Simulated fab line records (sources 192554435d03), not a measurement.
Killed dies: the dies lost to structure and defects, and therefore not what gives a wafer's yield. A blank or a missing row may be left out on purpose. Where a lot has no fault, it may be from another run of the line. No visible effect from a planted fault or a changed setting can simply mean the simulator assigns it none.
Chamber matching | flow n5Finfet | 3 sister chambers for N5_MIM_TOP_ETCH_PECVD_03 on pecvd-04
The step deposits SiNx from SiH4/NH3/N2, target thk 20 nm, time 17.6 s. 6 wafers are shown with their chamber, then 12 later ones without.

## WAFERS WITH THEIR CHAMBER
wafer  | chamber | throttleValvePct (%) | heaterPowerW (W)
L085.2 | 1       | 42.5                 | 719
L087.2 | 1       | 42.4                 | 606
L087.6 | 0       | 39.1                 | 953
L090.1 | 2       | 39.8                 | 821
L090.3 | 0       | 39.1                 | 954
L090.5 | 2       | 39.8                 | 829

## WAFERS WITHOUT THEIR CHAMBER
wafer  | throttleValvePct (%) | heaterPowerW (W)
L089.2 | 39.9                 | 805
L089.4 | 39.9                 | 809
L089.6 | 40.1                 | 794
L092.1 | 39.3                 | 832
L092.3 | 40.3                 | 793
L092.4 | 39.4                 | 855
L094.2 | 36.8                 | 676
L094.3 | 40.2                 | 818
L094.5 | 39.4                 | 926
L093.1 | 36.8                 | 722
L093.5 | 40.1                 | 819
L093.6 | 39.2                 | 886

## WHICH CHAMBER EACH WENT THROUGH
wafer  | from the rows above | in truth
L089.2 | 2                   | 2
L089.4 | 2                   | 2
L089.6 | 2                   | 2
L092.1 | 0                   | 0
L092.3 | 2                   | 2
L092.4 | 0                   | 0
L094.2 | 0                   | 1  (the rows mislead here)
L094.3 | 2                   | 2
L094.5 | 0                   | 0
L093.1 | 0                   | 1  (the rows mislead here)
L093.5 | 2                   | 2
L093.6 | 0                   | 0
Correctly placed: 10 of 12. Not placeable from these rows: 0. Wrongly placed: 2.
How it was worked out, from the rows above alone: a wafer's distance from a chamber is the root of the sum, over the readings, of the square of ((its reading less the chamber's mean) divided by the reading's scatter). The wafer belongs to the nearest chamber; if the next one is less than 2 further off, it can't be placed. Each chamber's mean is taken over the wafers shown for it. The scatter: the root of (the sum of the squares of (reading less its chamber's mean) over the shown wafers, divided by (wafers less chambers)).
